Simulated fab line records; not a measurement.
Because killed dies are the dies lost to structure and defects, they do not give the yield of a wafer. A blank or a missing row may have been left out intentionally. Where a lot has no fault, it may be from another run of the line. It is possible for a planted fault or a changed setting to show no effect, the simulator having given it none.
Comparing a struck lot with a sound one -- flow n5 finfet -- 16 out of 1938 route steps
Sound: wafers L902.1, L902.2, L902.5. Struck: wafer L909.2. (L909.3 of the same lot was not struck and is left out.) The cause comes at the end.
Per side, at each step with rows, come the tool, then ch with its chambers, and then its first start. Under that, the readings that differ: sound wafers -- struck wafers -- difference of the means -- sigmas: that difference in standard deviations of wafers without a fault.
alike: words and numbers the same on both sides, and readings whose means are apart by under 2 such deviations; not compared: readings that were withheld, readings missing a value for some wafer, numbers with overlapping values and no deviation given by the record, and bounds like >300 which may hide the same value.
Wherever a step has rows on one side only, a row that says differs or no value, or a row with sigmas, the two part there. Numbers that don't overlap but have no deviation are shown without sigmas and don't part them. A reading missing from all wafers of one side parts the sides only when that side holds two or more wafers.

first, 1 step without rows for these wafers: N5_BEOL_M1_DEVELOP_27 (develop time 30 s).
N5_BEOL_M1_CD_MEAS_28: target cd y 23.3 nm.
  sound on cd sem-01 ch 0, day 6 07:54; struck on cd sem-03 ch 0, day 8 08:44
reading,sound,struck,difference,sigmas
cd nm (nm),23.92 24.21 24.09,24.66,+0.59,+2
N5_BEOL_M1_OVL_MEAS_29:
  sound on overlay-01 ch 0, day 6 07:56; struck on overlay-01 ch 0, day 8 08:46
  alike: V0_OVL
N5_BEOL_M1_INSPECT_30: inspects for defects (brightfield).
  sound on defect inspect-01, day 6 07:59; struck on defect inspect-02, day 8 08:50
  alike: raw defect count
N5_BEOL_M1_DESCUM_33: chemistry O2, time 7 s.
  sound on rie diel-04 ch 1,2, day 6 08:08; struck on rie diel-06 ch 0, day 8 08:52
  alike: drypump motor current A, oes product au, rf vpp V, showerhead plenum p Torr, throttle valve pct
  not compared: rf hours counter h
N5_BEOL_M1_ETCH_77: etches underlayer in N2/H2, target depth 6.5 nm, time 5.2 s.
  sound on rie diel-04 ch 1,2, day 6 08:10; struck on rie diel-06 ch 0, day 8 08:53
reading,sound,struck,difference,sigmas
etch rf on time s (s),5.48 5.38 5.38,5.02,-0.39,-3
rf vpp V (V),522.2 522.1 520.6,527.6,+6.0,+2
showerhead plenum p Torr (Torr),2.51 2.43 2.43,2.67,+0.21,+2
  alike: bias w, drypump motor current A, oes product au, throttle valve pct
  not compared: rf hours counter h
N5_BEOL_M1_ETCH_69: etches SiARC in CF4, target depth 15.6 nm, time 26 s.
  sound on rie diel-04 ch 1,2, day 6 08:11; struck on rie diel-06 ch 0, day 8 08:55
reading,sound,struck,difference,sigmas
etch rf on time s (s),27.8 26.8 27.0,25.2,-2.0,-3
showerhead plenum p Torr (Torr),2.11 2.06 2.06,2.23,+0.15,+2
  alike: bias w, drypump motor current A, oes product au, rf vpp V, throttle valve pct
  not compared: rf hours counter h
then, 1 step without rows for these wafers: N5_BEOL_M1_ALD_98 (deposits SiO2, target thk 2.5 nm, pulse time 1 s, co reactant pulse time 1 s).
N5_BEOL_M1_ETCHBACK_99: etches SiO2 in CHF3, target depth 5 nm, time 10.4 s.
  sound on rie diel-02 ch 0,1, day 6 10:18; struck on rie diel-04 ch 3, day 8 11:40
  alike: bias w, drypump motor current A, oes product au, rf vpp V, showerhead plenum p Torr, throttle valve pct
  not compared: rf hours counter h
N5_BEOL_M1_ETCH_70: etches SOC in N2/H2, target depth 80 nm, overetch 16 nm, time 120 s.
  sound on rie diel-02 ch 0,1, day 6 10:20; struck on rie diel-04 ch 3, day 8 11:43
  alike: bias w, drypump motor current A, oes product au, rf vpp V, showerhead plenum p Torr, throttle valve pct
  not compared: rf hours counter h
then, 2 steps without rows for these wafers: N5_BEOL_M1_STRIP_71 (strips in N2/H2); N5_BEOL_M1_STRIP_78 (strips in N2/H2).
N5_BEOL_M1_VIA_ETCH_34: etches the open film in C4F6/O2, target depth 67.8 nm, time 64.4 s.
  sound on rie diel-02 ch 0,1, day 6 10:26; struck on rie diel-04 ch 3, day 8 11:49
reading,sound,struck,difference,sigmas
oes product au (a.u.),0.73 0.69 0.73,1.00,+0.28,+3
rf vpp V (V),710 680 711,657,-43,-2
model.etch.depth nm (nm),68.49 66.01 68.8,110.5,+42.7,
model.SOC_of_BEOL_M1_COAT_67.thk nm (nm),52 52.4 52.2,46.6,-5.6,
model.BEOL_M1.cd nm (nm),17.8 17.6 17.8,19,+1,
  alike: bias w, drypump motor current A, showerhead plenum p Torr, throttle valve pct
  not compared: rf hours counter h
then, 1 step without rows for these wafers: N5_BEOL_M1_STRIP_83 (strips in C4F6/O2).
-- here the record skips 2 days between the struck wafers' starts before and after, leaving off in module BEOL_M1 and picking up in module BEOL_M4 (first step shown: number 1111 of the route) --
N5_BEOL_M4_RC_MEAS_101:
  sound on prober-02 ch 0, day 8 01:46; struck on prober-01 ch 0, day 10 21:20
  alike: DIBL_N, DIBL_P, IOFF_N, IOFF_P, ION_N, ION_P, SS_N, SS_P, VT_N, VT_P
-- the record jumps here: 5 days lie between the struck wafers' starts before and after (it left off in module BEOL_M4 and takes up again in module PASSIVATION, whose first step shown is number 1936 of the route) --
N5_PASSIVATION_PROBE_49:
  the record has rows for the struck wafers here (prober-02, day 15 14:34) and none for the sound ones

## WHERE THEY PART
Earliest at N5_BEOL_M1_CD_MEAS_28; latest, in this record, at N5_PASSIVATION_PROBE_49.

WHY: what had been put in by the simulator
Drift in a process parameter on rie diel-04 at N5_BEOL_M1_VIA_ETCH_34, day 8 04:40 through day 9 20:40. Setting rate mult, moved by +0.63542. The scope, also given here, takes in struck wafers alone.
